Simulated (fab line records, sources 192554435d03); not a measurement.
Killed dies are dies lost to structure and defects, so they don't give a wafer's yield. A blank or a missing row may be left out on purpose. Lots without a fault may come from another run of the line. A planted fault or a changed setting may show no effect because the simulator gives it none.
Chamber matching | flow n5_finfet | N5_BEOL_M5_STRIP_36 on rie_diel-05: 4 sister chambers
The step strips in N2/H2. 8 wafers are shown with their chamber, then 9 later ones without.

WAFERS WITH THEIR CHAMBER
wafer  | chamber | drypump_motor_current_A (A) | showerhead_plenum_p_Torr (Torr)
L078.1 | 0       | 6.5                         | 2.50
L080.5 | 0       | 6.4                         | 2.50
L080.6 | 1       | 5.0                         | 2.62
L088.3 | 1       | 5.0                         | 2.61
L088.4 | 3       | 5.5                         | 2.42
L087.3 | 2       | 6.4                         | 2.40
L087.5 | 2       | 6.4                         | 2.40
L087.6 | 3       | 5.5                         | 2.42

WAFERS WITHOUT THEIR CHAMBER
wafer  | drypump_motor_current_A (A) | showerhead_plenum_p_Torr (Torr)
L089.1 | 5.5                         | 2.42
L089.3 | 6.4                         | 2.49
L089.6 | 5.5                         | 2.42
L090.1 | 6.4                         | 2.49
L090.3 | 5.5                         | 2.42
L090.5 | 5.5                         | 2.42
L094.2 | 5.1                         | 2.60
L094.4 | 5.5                         | 2.42
L094.6 | 5.0                         | 2.60

WHICH CHAMBER EACH WENT THROUGH
wafer  | from the rows above | in truth
L089.1 | 3                   | 3
L089.3 | 0                   | 0
L089.6 | 3                   | 3
L090.1 | 0                   | 0
L090.3 | 3                   | 3
L090.5 | 3                   | 3
L094.2 | 1                   | 1
L094.4 | 3                   | 3
L094.6 | 1                   | 1
Placed correctly: 9 of 9. Can't be placed from these rows: 0. Placed wrongly: 0.
How it was worked out, from the rows above alone: a wafer's distance from a chamber is the root of the sum, over the readings, of the square of ((its reading less the chamber's mean) divided by the reading's scatter). The wafer belongs to the nearest chamber; if the next one is less than 2 further off, it can't be placed. A chamber's mean is the mean of its shown wafers. The scatter: the root of (the sum of the squares of (reading less its chamber's mean) over the shown wafers, divided by (wafers less chambers)).
